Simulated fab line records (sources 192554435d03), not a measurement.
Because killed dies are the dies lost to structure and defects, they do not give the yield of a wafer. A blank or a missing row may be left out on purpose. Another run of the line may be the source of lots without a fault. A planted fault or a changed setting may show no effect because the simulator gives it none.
Lot-split experiment | flow n5-finfet | route with 1938 steps; 7 lots, 21 wafers read

== ON THE SPLIT ==
At N5_FIN_SAQP_COAT_49 (time 60 s, resist thk 100 nm), the setting spin-rpm was moved away from the recipe's 1500 rpm on 9 of the 21 wafers read, by -5.1% to +9.3%. This setting was run at the recipe's value on the other wafers.

== FROM THE SPLIT TO THE READING: what the file shows between them, 9 steps ==
- N5_FIN_SAQP_PEB_14: peb time 60 s (also split here: peb-time-s)
- N5_FIN_SAQP_DEVELOP_15: develop time 30 s
- N5_FIN_SAQP_CD_MEAS_16: target cd 35.6 nm
- N5_FIN_SAQP_DESCUM_21: chemistry O2, time 7.9 s
- N5_FIN_SAQP_ETCH_51: etches SiARC in CF4, target depth 45.5 nm, time 75.8 s
- N5_FIN_SAQP_ETCH_52: etches SOC in N2/H2, target depth 100 nm, overetch 20 nm, time 150 s
- N5_FIN_SAQP_STRIP_53: strips in N2/H2
- N5_FIN_SAQP_HM_OPEN_73: chemistry CHF3/O2, target SiO2, stops on a-Si, target depth 12 nm, time 16.8 s
- N5_FIN_SAQP_STRIP_74: strips in CHF3/O2

== THE READING ==
SOC_of_FIN_SAQP_COAT_49.thk-nm (the simulator's own value, which no gauge read), in nm, at N5_FIN_SAQP_MANDREL_ETCH_22 (etches a-Si in HBr/Cl2, stops on SiNx, target depth 60 nm, bt time 10 s, time 30 s). The file does not state a usual value for it. Across the 12 wafers here that went through the recipe, the average is 76.26 nm and the standard deviation 0.48 nm.

wafer  | tool, chamber at the split | spin-rpm as run, rpm | against the recipe | SOC_of_FIN_SAQP_COAT_49.thk-nm, nm | against lot-mates on the recipe
L075.3 | litho-track-01, 0          | 1500                 | recipe             | 76.23                              | -
L075.4 | litho-track-01, 0          | 1619                 | +7.9%              | 73.26                              | -2.86
L075.6 | litho-track-01, 0          | 1500                 | recipe             | 76                                 | -
L078.3 | litho-track-01, 0          | 1585                 | +5.7%              | 74.44                              | -2.97
L078.4 | litho-track-01, 0          | 1500                 | recipe             | 77.41                              | -
L078.6 | litho-track-01, 0          | 1585                 | +5.7%              | 73.98                              | -3.43
L079.3 | litho-track-04, 0          | 1619                 | +7.9%              | 71.7                               | -3.84
L079.4 | litho-track-04, 0          | 1619                 | +7.9%              | 72.97                              | -2.57
L079.6 | litho-track-04, 0          | 1500                 | recipe             | 75.54                              | -
L080.1 | litho-track-04, 0          | 1423                 | -5.1%              | 78.69                              | +2.18
L080.2 | litho-track-04, 0          | 1500                 | recipe             | 76.51                              | -
L080.4 | litho-track-04, 0          | 1423                 | -5.1%              | 78.31                              | +1.80
L086.2 | litho-track-04, 0          | 1500                 | recipe             | 76.49                              | -
L086.3 | litho-track-04, 0          | 1500                 | recipe             | 75.89                              | -
L086.5 | litho-track-04, 0          | 1500                 | recipe             | 76.56                              | -
L090.1 | litho-track-04, 0          | 1639                 | +9.3%              | 72.3                               | -3.39
L090.4 | litho-track-04, 0          | 1500                 | recipe             | 75.69                              | -
L090.6 | litho-track-04, 0          | 1639                 | +9.3%              | 71.31                              | -4.38
L093.1 | litho-track-01, 0          | 1500                 | recipe             | 75.92                              | -
L093.2 | litho-track-01, 0          | 1500                 | recipe             | 76.52                              | -
L093.6 | litho-track-01, 0          | 1500                 | recipe             | 76.41                              | -

FIT RESULTS
A straight line over all 21 wafers: SOC_of_FIN_SAQP_COAT_49.thk-nm changes by -0.451 nm for each +1% of spin-rpm; r = -0.97; the points scatter about the line by 0.54 nm.
The same after taking each lot's own level away (the mean of its wafers on the recipe; 21 wafers): -0.418 nm for each +1%; r = -0.97; scatter 0.43 nm.
The reading moves by 3.9 nm for the largest change in spin-rpm, on that fit.
Across the lots, their own levels run from 75.540 to 77.410 nm, a range of 3.9 times the standard deviation given above.
Hence the lot-to-lot level has little effect on the slope; both slopes agree.
Check: with one of the wafers moved furthest among these (+9.3%) left out of the fit, the line predicts -4.05 nm for it against its lot-mates. It came out at -3.39 nm against them.

== THE OTHER SPLITS THESE WAFERS WENT THROUGH ==
These wafers also went through other splits before the reading. Each is held against what the fit with the lots' levels taken away leaves over:
other split on the same wafers | wafers away from the commonest value | r with SOC_of_FIN_SAQP_COAT_49.thk-nm (lot level and that fit taken away)
N5_ZERO_LAYER_PECVD_02 time-s  | 4                                    | -0.37
N5_WELL_APT_COAT_02 spin-rpm   | 8                                    | -0.37
N5_FIN_SAQP_PEB_14 peb-time-s  | 13                                   | -0.21

== THE WHOLE CHAIN: every reading that the file lists as answering this split, in the file's order ==
step                        | what it does                                                                       | reading                                                                         | change (the file's fit)               | r (the file's)
N5_FIN_SAQP_COAT_49         | time 60 s, resist thk 100 nm                                                       | SOC_of_FIN_SAQP_COAT_49.thk-nm (the simulator's own value, which no gauge read) | -0.457 nm for each +1% of the setting | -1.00
N5_FIN_SAQP_ETCH_52         | etches SOC in N2/H2, target depth 100 nm, overetch 20 nm, time 150 s               | etch.depth-nm (the simulator's own value, which no gauge read)                  | -0.457 nm for each +1% of the setting | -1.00
N5_FIN_SAQP_MANDREL_ETCH_22 | etches a-Si in HBr/Cl2, stops on SiNx, target depth 60 nm, bt time 10 s, time 30 s | SOC_of_FIN_SAQP_COAT_49.thk-nm (the simulator's own value, which no gauge read) | -0.416 nm for each +1% of the setting | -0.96

== THE FILE'S OWN FIT ==
SOC_of_FIN_SAQP_COAT_49.thk-nm changes by -0.416 nm for each +1% of spin-rpm, r = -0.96.
